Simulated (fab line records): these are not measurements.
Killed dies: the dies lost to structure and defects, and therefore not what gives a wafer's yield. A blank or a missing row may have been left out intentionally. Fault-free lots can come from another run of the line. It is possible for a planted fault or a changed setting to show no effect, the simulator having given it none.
fab line records | flow nand_harc
[record] lots = 7 | wafers = 21 | last_day = 33
route steps=1302 shown A_CHANNEL_FILL_D2@613
lots untouched by any fault: they come from a run of this same line in which no faults occurred
start_h: the number of hours between the record's first day and the start of the first shown wafer of the lot | wait_h: time in hours since the lot's previous step | " the same as in the row above | L1.1+2: several wafers, shown together as one row | - either no value or no given start | * or withheld: withheld | < > ~ a bound
route shown NAME@n: NAME is a module with steps in the file, n the number in the route of the first one | usual: mean/standard deviation of fault-free wafers | same: alike in all rows | chamber/n: place in a boat | sites: per-site readings | _std_site: standard deviation across them | _edge_site: the outer-site mean with the inner-site mean subtracted | radius_mm: how far each site lies from the wafer's centre | mask NAME#n: copy n | behind: the last tool/chamber to shape the wafer | hold: what put the lot on hold/how long, in hours/how the hold closed | device: the transistor (n, p or np) that didn't switch | end of line: at the end of the route, the tests of the same wafers | where a step has no rows: the recipe by itself | killed: not the wafer's yield, but the dies lost to structure and defects at the first sort | map: per-die view of a wafer (x killed, . not killed, _ where there is no die)
set.NAME: the setting the step ran with; set.NAME@STEP: the setting that earlier step ran with | model.NAME: the simulator's own value behind a step, which no gauge read
certain route steps with their lots: each step a table, each wafer a row
services: a tool's chamber out of use, with start hour (start_h, from the record's first day; less than 0 if before it), hours out, and reason
[[steps]]
[step NHARC_A_CHANNEL_FILL_D2_ALD_03]
[recipe] target_thk_a = 60 | pulse_time_s = 60 | ald_cycles = 58 | temp_c = 630 | pressure_torr = 2 | material = SiNx
[step NHARC_A_CHANNEL_FILL_D2_ALD_14]
[recipe] target_thk_a = 25 | pulse_time_s = 10 | ald_cycles = 25 | temp_c = 300 | material = SiO2
[usual] heater_power_w = 454/55 | precursor_pulse_height_rel = 1.000/0.022
lot.wafer | tool      | chamber | start_h | wait_h | heater_power_w | precursor_pulse_height_rel
L681.3    | ald_hk-04 | 1       | 343.31  | 0.4    | 483            | 1.008
L681.2    | "         | 0       | "       | "      | 539            | 1.028
L681.5    | "         | 2       | "       | "      | 520            | 0.977
L689.4    | ald_hk-02 | 2       | 397.55  | 0.0    | 402            | 0.974
L689.2    | "         | 3       | "       | "      | 446            | 0.982
L689.1    | "         | 1       | "       | "      | 537            | 1.000
L693.1    | ald_hk-01 | 0       | 444.02  | 0.1    | 431            | 0.981
L693.4    | "         | 2       | "       | "      | 410            | 0.979
L693.5    | "         | 0       | "       | "      | 427            | 1.001
L696.4    | ald_hk-02 | 3       | 478.66  | 0.4    | 443            | 1.029
L696.3    | "         | 0       | "       | "      | 398            | 1.038
L696.1    | "         | 1       | "       | "      | 537            | 1.026
L698.2    | ald_hk-02 | 0       | 505.34  | 0.1    | 400            | 1.003
L698.3    | "         | 1       | "       | "      | 548            | 0.996
L698.4    | "         | 2       | "       | "      | 408            | 0.986
L700.2    | ald_hk-01 | 2       | 515.54  | 0.0    | 405            | 0.977
L700.1    | "         | 1       | "       | "      | 404            | 0.985
L700.6    | "         | 3       | "       | "      | 402            | 0.958
L699.1    | ald_hk-04 | 3       | 515.54  | 0.0    | 420            | 1.000
L699.4    | "         | 0       | "       | "      | 550            | 0.999
L699.6    | "         | 0       | "       | "      | 545            | 1.018
[step NHARC_A_CHANNEL_FILL_D2_ALD_15]
[recipe] target_thk_a = 20 | pulse_time_s = 60 | ald_cycles = 19 | temp_c = 630 | pressure_torr = 2 | material = SiNx
[usual] precursor_pulse_height_rel = 1.002/0.021
lot.wafer | tool             | chamber | start_h | wait_h | precursor_pulse_height_rel
L681.2    | ald_sin_batch-01 | 0       | -       | -      | 1.015
L681.3    | "                | 0       | "       | "      | 1.004
L681.5    | "                | 0       | "       | "      | 1.017
L689.1    | ald_sin_batch-02 | 0       | -       | -      | 1.027
L689.2    | "                | 0       | "       | "      | 1.006
L689.4    | "                | 0       | "       | "      | 0.988
L693.1    | ald_sin_batch-01 | 0       | -       | -      | 0.973
L693.4    | "                | 0       | "       | "      | 1.000
L693.5    | "                | 0       | "       | "      | 1.032
L696.1    | ald_sin_batch-01 | 0       | -       | -      | 1.013
L696.3    | "                | 0       | "       | "      | 1.021
L696.4    | "                | 0       | "       | "      | 1.029
L698.2    | ald_sin_batch-03 | 0       | -       | -      | 0.976
L698.3    | "                | 0       | "       | "      | 1.014
L698.4    | "                | 0       | "       | "      | 1.048
L699.1    | ald_sin_batch-02 | 0       | -       | -      | 1.006
L699.4    | "                | 0       | "       | "      | 0.994
L699.6    | "                | 0       | "       | "      | 0.992
L700.1    | ald_sin_batch-02 | 0       | -       | -      | 1.029
L700.2    | "                | 0       | "       | "      | 1.044
L700.6    | "                | 0       | "       | "      | 1.018
[step NHARC_A_CHANNEL_FILL_D2_ALD_16]
[recipe] target_thk_a = 15 | pulse_time_s = 10 | ald_cycles = 15 | temp_c = 300 | material = SiO2
[step NHARC_A_CHANNEL_FILL_D2_ANNEAL_17]
[recipe] temp_c = 850 | time_s = 1800
[step NHARC_A_CHANNEL_FILL_D2_CVD_18]
[recipe] target_thk_a = 30 | temp_c = 550 | material = poly-Si
[step NHARC_A_CHANNEL_FILL_D2_ETCHBACK_19]
[recipe] target_depth_a = 50 | time_s = 1.7 | hbr_flow_sccm = 150 | cl2_flow_sccm = 50 | rf_w = 400 | icp_w = 400 | bias_w = 100 | chemistry = HBr/Cl2
[usual] chamber_pressure_mTorr = 15.000/0.013 | drypump_motor_current_A = 5.9/0.5 | oes_product_au = 1.004/0.01 | throttle_valve_pct = 26.406/0.0097
lot.wafer | tool      | chamber | start_h | wait_h | chamber_pressure_mTorr | drypump_motor_current_A | oes_product_au | rf_hours_counter_h | throttle_valve_pct
L681.3    | rie_si-04 | 1       | 361.00  | 0.4    | 14.976                 | 5.6                     | 1.006          | 0.0                | 26.394
L681.2    | "         | 2       | "       | "      | 15.000                 | 6.6                     | 1.017          | 0.0                | 26.409
L681.5    | "         | 2       | "       | "      | 15.013                 | 6.7                     | 1.011          | -                  | 26.405
L689.4    | rie_si-03 | 2       | 414.64  | 0.4    | 14.990                 | 5.1                     | 0.991          | 0.0                | 26.392
L689.2    | "         | 3       | "       | "      | 15.003                 | 5.6                     | 1.007          | 0.0                | 26.394
L689.1    | "         | 0       | "       | "      | 14.997                 | 6.5                     | 0.992          | 0.0                | 26.409
L693.1    | rie_si-03 | 3       | 462.12  | 0.4    | 14.995                 | 5.6                     | 1.004          | 0.4                | 26.408
L693.4    | "         | 1       | "       | "      | 14.993                 | 5.8                     | 1.035          | 0.4                | 26.408
L693.5    | "         | 3       | "       | "      | 14.999                 | 5.6                     | 1.012          | -                  | 26.416
L696.1    | rie_si-04 | 3       | 492.73  | 0.4    | 15.057                 | 6.7                     | 0.999          | 0.8                | 26.402
L696.3    | "         | 1       | "       | "      | 15.002                 | 5.6                     | 1.002          | 0.8                | 26.400
L696.4    | "         | 2       | "       | "      | 14.998                 | 6.7                     | 1.023          | -                  | 26.409
L698.2    | rie_si-02 | 0       | 521.90  | 0.4    | 15.008                 | 6.0                     | 0.993          | 0.4                | 26.424
L698.3    | "         | 1       | "       | "      | 15.009                 | 6.1                     | 0.998          | 0.3                | 26.411
L698.4    | "         | 2       | "       | "      | 15.010                 | 5.9                     | 0.991          | 0.3                | 26.410
L700.2    | rie_si-03 | 3       | 532.07  | 0.4    | 15.001                 | 5.6                     | 1.005          | 0.7                | 26.392
L700.1    | "         | 2       | "       | "      | 15.016                 | 5.1                     | 1.003          | 0.7                | 26.401
L700.6    | "         | 3       | "       | "      | 14.995                 | 5.6                     | 0.995          | -                  | 26.392
L699.4    | rie_si-04 | 0       | 532.07  | 0.4    | 15.003                 | 5.6                     | 0.990          | 0.1                | 26.403
L699.1    | "         | 1       | "       | "      | 15.009                 | 5.6                     | 1.008          | 0.1                | 26.414
L699.6    | "         | 1       | "       | "      | 15.003                 | 5.6                     | 0.999          | -                  | 26.390
[step NHARC_A_CHANNEL_FILL_D2_ETCHBACK_20]
[recipe] target_depth_a = 270 | time_s = 13.5 | c4f8_flow_sccm = withheld | o2_flow_sccm = 8 | ar_flow_sccm = withheld | rf_w = 600 | bias_w = 1500 | chemistry = C4F8/O2/Ar
[usual] chamber_pressure_mTorr = 25.000/0.029 | oes_product_au = 0.982/0.029 | rf_vpp_V = 975/4
lot.wafer | tool        | chamber | start_h | wait_h | chamber_pressure_mTorr | oes_product_au | rf_hours_counter_h | rf_vpp_V
L681.2    | rie_diel-12 | 0       | 361.16  | -      | 24.988                 | 0.994          | 3                  | 980
L681.3    | "           | 3       | "       | "      | 24.979                 | 0.980          | 3                  | 970
L681.5    | "           | 1       | "       | "      | 24.990                 | 0.997          | -                  | 968
L689.2    | rie_diel-11 | 2       | 414.78  | -      | 25.021                 | 0.920          | 4                  | 976
L689.1    | "           | 3       | "       | "      | 25.010                 | 0.924          | 4                  | 976
L689.4    | "           | 2       | "       | "      | 25.030                 | 0.909          | -                  | 977
L693.1    | rie_diel-12 | 0       | 462.26  | -      | 25.024                 | 0.992          | 0                  | 979
L693.5    | "           | 1       | "       | "      | 25.031                 | 1.030          | -                  | 971
L693.4    | "           | 2       | "       | "      | 24.999                 | 0.993          | -                  | 969
L696.4    | rie_diel-05 | 2       | 492.88  | -      | 24.989                 | 0.996          | 15                 | 978
L696.1    | "           | 0       | "       | "      | 25.017                 | 0.999          | 14                 | 975
L696.3    | "           | 1       | "       | "      | 25.008                 | 1.000          | 14                 | 985
L698.3    | rie_diel-05 | 3       | 522.02  | -      | 24.989                 | 1.003          | 12                 | 974
L698.2    | "           | 0       | "       | "      | 25.001                 | 1.009          | 19                 | 974
L698.4    | "           | 2       | "       | "      | 24.992                 | 0.988          | 19                 | 977
L699.1    | rie_diel-11 | 3       | 532.21  | -      | 24.996                 | 0.995          | 3                  | 978
L699.4    | "           | 0       | "       | "      | 24.988                 | 1.008          | 3                  | 974
L699.6    | "           | 3       | "       | "      | 25.006                 | 0.997          | -                  | 977
L700.1    | rie_diel-12 | 2       | 532.21  | -      | 25.035                 | 0.912          | 2                  | 971
L700.2    | "           | 3       | "       | "      | 25.005                 | 0.925          | 2                  | 971
L700.6    | "           | 1       | "       | "      | 24.992                 | 0.938          | -                  | 968
[step NHARC_A_CHANNEL_FILL_D2_STRIP_28]
[recipe] time_s = 20 | o2_flow_sccm = 500 | ar_flow_sccm = 0 | bias_w = 0 | chemistry = O2
[usual] chamber_pressure_mTorr = 60.00/0.051 | drypump_motor_current_A = 5.7/0.43 | oes_product_au = 0.997/0.0096 | rf_vpp_V = 57.5/0.78 | showerhead_plenum_p_Torr = 3.43/0.099 | throttle_valve_pct = 17.036/0.0093
lot.wafer | tool        | chamber | start_h | wait_h | chamber_pressure_mTorr | drypump_motor_current_A | oes_product_au | rf_hours_counter_h | rf_vpp_V | showerhead_plenum_p_Torr | throttle_valve_pct
L681.3    | rie_diel-12 | 1       | 361.27  | 0.1    | 60.04                  | 5.0                     | 1.002          | 3                  | 57.2     | 3.31                     | 17.037
L681.2    | "           | 0       | "       | "      | 60.06                  | 5.6                     | 0.995          | 3                  | 56.8     | 3.55                     | 17.040
L681.5    | "           | 0       | "       | "      | 59.98                  | 5.5                     | 0.990          | -                  | 58.4     | 3.55                     | 17.036
L689.1    | rie_diel-11 | 3       | 414.88  | 0.1    | 59.95                  | 6.3                     | 0.996          | 4                  | 57.4     | 3.50                     | 17.049
L689.2    | "           | 2       | "       | "      | 60.07                  | 6.0                     | 0.997          | 4                  | 57.6     | 3.45                     | 17.040
L689.4    | "           | 2       | "       | "      | 59.97                  | 6.1                     | 0.998          | -                  | 57.4     | 3.45                     | 17.025
L693.1    | rie_diel-12 | 2       | 462.34  | 0.1    | 59.97                  | 5.7                     | 0.985          | 0                  | 57.7     | 3.32                     | 17.043
L693.4    | "           | 2       | "       | "      | 59.99                  | 5.7                     | 0.989          | -                  | 56.1     | 3.32                     | 17.036
L693.5    | "           | 1       | "       | "      | 60.04                  | 5.0                     | 1.005          | -                  | 57.3     | 3.31                     | 17.042
L696.1    | rie_diel-05 | 1       | 492.98  | 0.1    | 60.01                  | 5.5                     | 1.014          | 14                 | 58.4     | 3.69                     | 17.027
L696.3    | "           | 2       | "       | "      | 60.06                  | 5.8                     | 1.014          | 15                 | 57.8     | 3.52                     | 17.024
L696.4    | "           | 3       | "       | "      | 60.03                  | 5.0                     | 1.010          | 8                  | 57.9     | 3.41                     | 17.026
L698.3    | rie_diel-05 | 1       | 522.12  | 0.1    | 60.11                  | 5.5                     | 1.017          | 19                 | 57.3     | 3.69                     | 17.031
L698.4    | "           | 3       | "       | "      | 59.91                  | 4.9                     | 1.017          | 12                 | 55.7     | 3.41                     | 17.030
L698.2    | "           | 0       | "       | "      | 60.05                  | 5.5                     | 1.022          | 19                 | 57.4     | 3.45                     | 17.036
L700.2    | rie_diel-12 | 3       | 532.29  | 0.1    | 60.00                  | 5.9                     | 0.999          | 2                  | 58.2     | 3.32                     | 17.017
L700.1    | "           | 1       | "       | "      | 60.06                  | 4.9                     | 1.006          | 2                  | 58.1     | 3.31                     | 17.026
L700.6    | "           | 2       | "       | "      | 60.07                  | 5.7                     | 0.998          | -                  | 55.9     | 3.32                     | 17.047
L699.1    | rie_diel-11 | 3       | 532.29  | 0.1    | 59.99                  | 6.3                     | 1.007          | 3                  | 58.1     | 3.50                     | 17.035
L699.4    | "           | 1       | "       | "      | 60.04                  | 5.9                     | 0.991          | 3                  | 57.8     | 3.46                     | 17.038
L699.6    | "           | 2       | "       | "      | 59.98                  | 6.0                     | 1.006          | -                  | 57.5     | 3.45                     | 17.043
[step NHARC_A_CHANNEL_FILL_D2_PRECLEAN_21]
[recipe] time_s = 30 | chemistry = dHF
[step NHARC_A_CHANNEL_FILL_D2_SRD_23]
[step NHARC_A_CHANNEL_FILL_D2_CVD_05]
[recipe] target_thk_a = 50 | temp_c = 550 | material = poly-Si
[step NHARC_A_CHANNEL_FILL_D2_ANNEAL_22]
[recipe] temp_c = 620 | time_s = 7200
[usual] spike_tc_bottom_C = 640.9/2.5 | spike_tc_centre_C = 620.7/1.3 | spike_tc_lower_C = 620.2/1.1 | spike_tc_top_C = 634.1/2 | spike_tc_upper_C = 619.7/1.4 | tube_center_temp_C = 620/0.062 | tube_center_temp_C_max = 621.55/0.23
lot.wafer | tool       | chamber | start_h | wait_h | spike_tc_bottom_C | spike_tc_centre_C | spike_tc_lower_C | spike_tc_top_C | spike_tc_upper_C | tube_center_temp_C | tube_center_temp_C_max
L681.2    | furnace-03 | 0       | 369.28  | 3.5    | 641.9             | 621.0             | 619.8            | 633.9          | 620.6            | 619.85             | 621.46
L681.3    | "          | 0       | "       | "      | 640.4             | 621.7             | 618.5            | 632.6          | 621.9            | 620.04             | 621.44
L681.5    | "          | 0       | "       | "      | 641.7             | 622.1             | 622.7            | 632.9          | 621.9            | 620.02             | 621.41
L689.1    | furnace-01 | 0       | 422.99  | 3.9    | 642.8             | 622.8             | 618.9            | 633.2          | 618.0            | 620.06             | 621.71
L689.2    | "          | 0       | "       | "      | 641.4             | 618.9             | 620.7            | 634.2          | 617.9            | 620.01             | 621.43
L689.4    | "          | 0       | "       | "      | 642.8             | 621.0             | 618.1            | 634.0          | 618.5            | 620.07             | 621.68
L693.1    | furnace-03 | 0       | 470.93  | 4.3    | 642.2             | 622.7             | 621.1            | 633.1          | 620.0            | 619.96             | 621.46
L693.4    | "          | 0       | "       | "      | 640.5             | 621.3             | 620.4            | 632.6          | 620.3            | 619.99             | 621.67
L693.5    | "          | 0       | "       | "      | 641.5             | 620.8             | 620.0            | 632.9          | 621.5            | 620.05             | 621.29
L696.1    | furnace-03 | 0       | 500.74  | 3.5    | 641.7             | 621.2             | 620.4            | 632.4          | 620.2            | 619.96             | 621.24
L696.3    | "          | 0       | "       | "      | 642.8             | 620.9             | 622.5            | 633.3          | 619.8            | 620                | 621.73
L696.4    | "          | 0       | "       | "      | 641.4             | 622.2             | 621.7            | 633.2          | 620.3            | 620.05             | 621.61
L698.2    | furnace-03 | 0       | 530.00  | 3.5    | 669.1             | 651.7             | 651.1            | 661.3          | 648.2            | 648.61             | 649.88
L698.3    | "          | 0       | "       | "      | 670.5             | 650.5             | 649.6            | 659.9          | 647.8            | 648.55             | 650.50
L698.4    | "          | 0       | "       | "      | 668.8             | 649.2             | 648.1            | 660.7          | 648.4            | 648.6              | 650.00
L699.1    | furnace-03 | 0       | 541.20  | 4.5    | 670.1             | 650.1             | 648.9            | 660.9          | 647.5            | 648.5              | 650.33
L699.4    | "          | 0       | "       | "      | 669.9             | 650.1             | 649.3            | 662.7          | 647.6            | 648.53             | 650.35
L699.6    | "          | 0       | "       | "      | 669.6             | 648.4             | 649.1            | 659.4          | 650.9            | 648.6              | 650.18
L700.1    | furnace-03 | 0       | 541.20  | 4.5    | 670.3             | 650.8             | 648.2            | 658.9          | 650.0            | 648.56             | 650.10
L700.2    | "          | 0       | "       | "      | 670.1             | 651.2             | 650.0            | 661.5          | 650.6            | 648.63             | 650.21
L700.6    | "          | 0       | "       | "      | 669.3             | 650.1             | 649.6            | 661.0          | 649.9            | 648.65             | 650.19
[[services]]
tool             | chamber | start_h | hours | kind
rie_diel-05      | 2       | 320.37  | 6.9   | repair
rie_diel-12      | 2       | 325.90  | 35.5  | repair
rie_diel-11      | 0       | 326.31  | 7.6   | repair
rie_si-04        | -       | 338.11  | 0.4   | repair
rie_si-04        | -       | 342.00  | 9.0   | pm
rie_diel-12      | 3       | 344.48  | 10.1  | repair
rie_si-04        | 3       | 360.28  | 5.3   | repair
rie_diel-12      | 0       | 363.21  | 4.3   | repair
rie_diel-05      | 2       | 365.53  | 8.4   | repair
rie_si-03        | 2       | 383.01  | 2.6   | repair
rie_diel-11      | 2       | 391.65  | 5.0   | repair
rie_si-03        | -       | 398.00  | 9.0   | pm
rie_diel-11      | 1       | 409.65  | 6.9   | repair
rie_si-03        | 0       | 415.07  | 2.5   | repair
rie_diel-05      | -       | 429.25  | 9.0   | pm
rie_diel-11      | -       | 432.50  | 9.0   | pm
rie_si-03        | 2       | 433.55  | 12.7  | repair
rie_diel-12      | -       | 445.40  | 9.0   | pm
rie_diel-12      | 3       | 456.56  | 6.1   | repair
rie_diel-05      | 3       | 465.92  | 15.2  | repair
rie_si-03        | -       | 491.87  | 0.2   | repair
rie_si-04        | 0       | 492.46  | 14.8  | repair
ald_sin_batch-01 | -       | 506.00  | 26.0  | pm
rie_si-04        | -       | 519.00  | 9.0   | pm
[[key]]
[first_sign] step = NHARC_A_CHANNEL_FILL_D2_ANNEAL_22 | reading = tube_center_temp_C | direction = up | sigmas = 99+ | usual = * | struck = *
[effect] step = NHARC_A_CHANNEL_FILL_D2_ANNEAL_22 | reading = tube_center_temp_C_max | direction = up | sigmas = 99+ | usual = * | struck = *
met_at NHARC_A_CHANNEL_FILL_D2_ANNEAL_22
struck_wafers L698.2,L698.3,L698.4,L699.1,L699.4,L699.6,L700.1,L700.2,L700.6
rows_end L698.2,L698.3,L698.4
tester_left_out L699,L700
onset_between 500.74 530.00
[fault] kind = process_parameter_drift | tool = furnace-03 | chamber = - | onset_h = 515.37 | steps = NHARC_A_CHANNEL_FILL_D2_ANNEAL_22 | channel = temp_c | offset = * | shape = step | acts_in = * | stated = *
// tester_left_out: of these lots the tester's yield and bins aren't shown, on N5 and GAA mostly nor the transistor test; their killed dies are dies lost to structure and defects alone, not to doping, threshold or leakage, so they don't give the yield
// rows_end: these wafers met a further fault down the route, and their rows from its step on are left out
